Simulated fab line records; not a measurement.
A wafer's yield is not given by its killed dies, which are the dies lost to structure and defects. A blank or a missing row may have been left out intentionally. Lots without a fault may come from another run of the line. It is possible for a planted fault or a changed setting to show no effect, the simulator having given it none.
Which tool did it?	flow n5_finfet	27 wafers from 9 lots sampled at 6 of the route's 1938 steps

WHAT THE GAUGES READ, wafer by wafer
N5_HKMG_FIN_CD_MEAS_12 targets a cd of 92.8 nm. Usual: cd_nm reads 93.1 nm (standard deviation 0.62).
lot	measured	on	cd_nm (nm)	flag
L673	day 4 14:39	cd_sem-02	94.2 94.2 94.0	
L675	day 5 06:20	cd_sem-01	92.9 93.8 94.1	
L678	day 5 20:14	cd_sem-03	93.5 92.4 93.4	
L681	day 6 17:04	cd_sem-03	91.9 92.5 92.5	
L683	day 7 03:07	cd_sem-02	93.0 93.1 92.9	
L688	day 8 12:43	cd_sem-02	111.9 112.3 111.2	OFF
L690	day 8 22:55	cd_sem-03	108.8 107.7 108.4	OFF
L691	day 9 04:11	cd_sem-02	92.6 92.6 92.2	
L694	day 10 00:44	cd_sem-01	92.8 93.0 94.1	

N5_BEOL_M4_RC_MEAS_101. Usual: DIBL_N 36.3 mV/V, standard deviation 2; DIBL_P 36.3 mV/V, standard deviation 2.4; IOFF_N 0.16 nA/um, standard deviation 0.034; IOFF_P 0.21 nA/um, standard deviation 0.035; ION_N 672 uA/um, standard deviation 12; ION_P 459 uA/um, standard deviation 6.5; SS_N 71.6 mV/dec, standard deviation 0.67; SS_P 73.3 mV/dec, standard deviation 0.71; VT_N 250 mV, standard deviation 3.5; VT_P -251 mV, standard deviation 3.
lot	measured	on	DIBL_N (mV/V)	DIBL_P (mV/V)	IOFF_N (nA/um)	IOFF_P (nA/um)	ION_N (uA/um)	ION_P (uA/um)	SS_N (mV/dec)	SS_P (mV/dec)	VT_N (mV)	VT_P (mV)	flag
L673	day 8 07:41	prober-02	32.6 32.3 32.3	31.7 31.6 31.5	0.10 0.10 0.10	0.15 0.15 0.15	651 653 664	456 453 456	70.0 69.8 70.1	72.0 71.8 72.1	259 256 257	-256 -253 -254	
L675	day 8 23:09	prober-02	36.8 35.0 36.5	38.7 37.0 38.6	0.17 0.15 0.16	0.20 0.18 0.21	675 675 675	453 458 453	71.6 70.9 71.7	73.8 73.1 73.9	250 253 253	-254 -255 -252	
L678	day 10 03:58	prober-02	31.6 33.2 33.5	31.6 33.4 34.0	0.11 0.13 0.14	0.16 0.18 0.20	650 660 668	451 457 458	71.4 70.7 71.6	72.7 72.2 73.1	258 252 251	-253 -251 -248	
L681	day 11 21:26	prober-02	38.4 37.1 35.5	39.9 37.6 36.4	0.19 0.17 0.14	0.26 0.24 0.20	689 673 669	467 465 459	71.9 71.4 70.8	74.1 73.6 73.8	247 251 251	-250 -246 -249	
L683	day 11 20:07	prober-02	37.1 38.7 39.6	36.1 37.1 38.6	0.15 0.16 0.18	0.19 0.20 0.23	667 661 677	455 450 460	71.9 72.4 71.6	72.6 73.5 73.8	250 250 249	-252 -251 -248	
L690	day 13 20:22	prober-02	36.9 34.1 39.1	37.5 33.3 39.4	0.17 0.12 0.21	0.21 0.14 0.23	678 659 682	459 448 458	71.0 70.7 72.3	73.6 72.5 73.4	248 255 246	-251 -256 -251	
L691	day 13 08:12	prober-02	36.1 35.3 33.6	35.6 35.6 32.8	0.18 0.17 0.13	0.19 0.19 0.15	695 681 672	465 459 451	71.7 71.2 71.2	73.0 72.9 72.8	246 247 252	-253 -252 -256	
L694	day 14 14:23	prober-01	36.8 37.2 36.1	37.1 37.9 36.1	0.19 0.20 0.18	0.22 0.24 0.21	680 679 684	459 459 462	71.8 72.0 72.0	73.0 73.4 72.6	248 246 245	-249 -248 -251	

WHICH TOOL RAN EACH LOT (tool, then ch and the chambers of the sampled wafers, then the start)
lot	N5_HKMG_FIN_ETCH_58	N5_HKMG_FIN_ALD_79	N5_HKMG_FIN_EXPOSE_09	N5_HKMG_FIN_ETCH_35
L673	rie_diel-02 ch 1,3, day 4 11:33	ald_metal-04 ch 1,3, day 4 12:44	arfi_scanner-01 ch 0, day 4 14:32	rie_diel-02 ch 2,3, day 4 15:02
L675	rie_diel-05 ch 0,1,3, day 5 03:20	ald_metal-04 ch 0,2, day 5 04:24	arfi_scanner-03 ch 0, day 5 06:13	rie_diel-02 ch 1,3, day 5 06:43
L678	rie_diel-02 ch 0,1,2, day 5 17:13	ald_metal-04 ch 0,1,2, day 5 18:20	arfi_scanner-03 ch 0, day 5 20:07	rie_diel-06 ch 1,2,3, day 5 21:13
L681	rie_diel-05 ch 0,1, day 6 14:10	ald_metal-01 ch 0,2,3, day 6 15:13	arfi_scanner-03 ch 0, day 6 16:57	rie_diel-06 ch 0,1, day 6 17:27
L683	rie_diel-02 ch 0,2, day 6 23:55	ald_metal-04 ch 0,1, day 7 01:10	arfi_scanner-02 ch 0, day 7 02:59	rie_diel-02 ch 1,2, day 7 03:30
L688	rie_diel-06 ch 0,1,2, day 8 09:52	ald_metal-04 ch 1,2,3, day 8 10:55	arfi_scanner-03 ch 0, day 8 12:35	rie_diel-05 ch 0,2,3, day 8 13:06
L690	rie_diel-05 ch 0,1,2, day 8 19:55	ald_metal-01 ch 0,2,3, day 8 20:59	arfi_scanner-03 ch 0, day 8 22:47	rie_diel-02 ch 1,2, day 8 23:18
L691	rie_diel-02 ch 0,1, day 9 01:13	ald_metal-03 ch 1,2,3, day 9 02:16	arfi_scanner-02 ch 0, day 9 04:04	rie_diel-02 ch 0,1,2, day 9 04:53
L694	rie_diel-02 ch 1,2,3, day 9 21:45	ald_metal-03 ch 0,1, day 9 22:49	arfi_scanner-01 ch 0, day 10 00:37	rie_diel-02 ch 0,2,3, day 10 01:07
- N5_HKMG_FIN_ETCH_58: etches SOC in N2/H2, target depth 215.8 nm, time 741 s.
- N5_HKMG_FIN_ALD_79: deposits TiN, target thk 1.5 nm, pulse time 1 s, purge time 3 s.
- N5_HKMG_FIN_EXPOSE_09: exposes mask NWFM.
- N5_HKMG_FIN_ETCH_35: etches SOC in N2/H2, target depth 215.8 nm, time 243.4 s.

AS READ BY THE TOOLS THEMSELVES (means over the sampled wafers that have a number; for cases with no such wafer, the mark the record gives instead)
N5_HKMG_FIN_ETCH_58. Usual: drypump_motor_current_A 5.9 A, standard deviation 0.56; oes_product_au 0.77 a.u., standard deviation 0.061; rf_vpp_V 99.1 V, standard deviation 0.95; showerhead_plenum_p_Torr 2.54 Torr, standard deviation 0.08; throttle_valve_pct 17.8 %, standard deviation 0.33.
lot	tool	drypump_motor_current_A (A)	oes_product_au (a.u.)	rf_vpp_V (V)	showerhead_plenum_p_Torr (Torr)	throttle_valve_pct (%)	flag
L673	rie_diel-02	6.0	0.78	98.8	2.58	17.6	
L675	rie_diel-05	6.2	0.84	98.8	2.54	17.6	
L678	rie_diel-02	6.2	0.82	100.1	2.60	17.6	
L681	rie_diel-05	6.5	0.82	97.8	2.57	17.6	
L683	rie_diel-02	5.8	0.79	99.1	2.55	17.7	
L688	rie_diel-06	5.4	0.69	99.0	2.48	18.2	
L690	rie_diel-05	6.5	0.77	99.6	2.55	17.8	
L691	rie_diel-02	6.0	0.79	98.7	2.58	17.6	
L694	rie_diel-02	6.2	0.77	99.3	2.58	17.7	

N5_HKMG_FIN_ALD_79. Usual: heater_power_w 844 W, standard deviation 93; precursor_pulse_height_rel 1.001, standard deviation 0.02.
lot	tool	heater_power_w (W)	precursor_pulse_height_rel	flag
L673	ald_metal-04	854	0.991	
L675	ald_metal-04	778	1.013	
L678	ald_metal-04	800	0.998	
L681	ald_metal-01	853	1.014	
L683	ald_metal-04	787	1.010	
L688	ald_metal-04	830	1.012	
L690	ald_metal-01	848	1.006	
L691	ald_metal-03	867	0.993	
L694	ald_metal-03	820	1.002	

N5_HKMG_FIN_EXPOSE_09. Usual: exposure_dose_mJ_cm2 reads 39.23 (standard deviation 0.044).
lot	tool	exposure_dose_mJ_cm2	flag
L673	arfi_scanner-01	39.22	
L675	arfi_scanner-03	39.26	
L678	arfi_scanner-03	39.32	
L681	arfi_scanner-03	39.24	
L683	arfi_scanner-02	39.23	
L688	arfi_scanner-03	52.70	OFF
L690	arfi_scanner-03	50.00	OFF
L691	arfi_scanner-02	39.19	
L694	arfi_scanner-01	39.18	

N5_HKMG_FIN_ETCH_35. Usual: drypump_motor_current_A 6.0 A, standard deviation 0.55; oes_product_au 0.77 a.u., standard deviation 0.056; rf_vpp_V 141.7 V, standard deviation 1; showerhead_plenum_p_Torr 2.55 Torr, standard deviation 0.074; throttle_valve_pct 17.8 %, standard deviation 0.3.
lot	tool	drypump_motor_current_A (A)	oes_product_au (a.u.)	rf_vpp_V (V)	showerhead_plenum_p_Torr (Torr)	throttle_valve_pct (%)	flag
L673	rie_diel-02	6.0	0.79	141.0	2.56	17.8	
L675	rie_diel-02	6.4	0.82	141.7	2.63	17.5	
L678	rie_diel-06	5.1	0.70	141.7	2.50	18.0	
L681	rie_diel-06	5.7	0.71	141.2	2.42	18.2	
L683	rie_diel-02	6.5	0.81	142.7	2.64	17.5	
L688	rie_diel-05	6.1	0.80	140.8	2.52	17.9	
L690	rie_diel-02	6.5	0.80	143.0	2.64	17.6	
L691	rie_diel-02	6.2	0.79	142.3	2.59	17.7	
L694	rie_diel-02	5.8	0.74	141.3	2.53	17.9	

THE ANSWER, worked out from the rows above alone
Rule: take the mean of a lot's wafers that have a number; if it is more than 3 standard deviations from the usual mean, the lot is off. Also off: a lot with no number at a reading for which 4 or more lots have one. Where the step has rows for the other lots, those lots are counted as sound. Order of review: gauges by route order, followed by the tools' own readings, for which a lot's mean as printed above is used. The first step at which some lot is off is used, and at that step the reading that is off furthest; a lot without a number counts as furthest.
Off, at N5_HKMG_FIN_CD_MEAS_12 on cd_nm: L688, L690.
If a tool, at a process step before that reading, ran all the lots that are off and no sound lot after the first of them, it fits. The gauges at N5_HKMG_FIN_CD_MEAS_12 aren't tried: what is off there is off at N5_HKMG_FIN_EXPOSE_09 too, on other tools, and a gauge's error can't cause that. One fits: N5_HKMG_FIN_EXPOSE_09 on arfi_scanner-03. Its last sound lot is L681 (day 6 16:57), its first lot that is off L688 (day 8 12:35): a fault that began between those two fits.
On the lots that are off, the tool's own readings at N5_HKMG_FIN_EXPOSE_09 differ by more than 5 times the standard deviation of the sound lots' means, which bears it out; exposure_dose_mJ_cm2 reads 51.35 there versus 39.23 on the sound lots.

WHAT HAD BEEN PUT IN BY THE SIMULATOR
Process parameters drifting: arfi_scanner-03 at N5_HKMG_FIN_EXPOSE_09, beginning at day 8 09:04. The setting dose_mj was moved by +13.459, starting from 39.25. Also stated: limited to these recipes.
Lots struck among those shown: L688, L690. The rule given above showed the same thing.
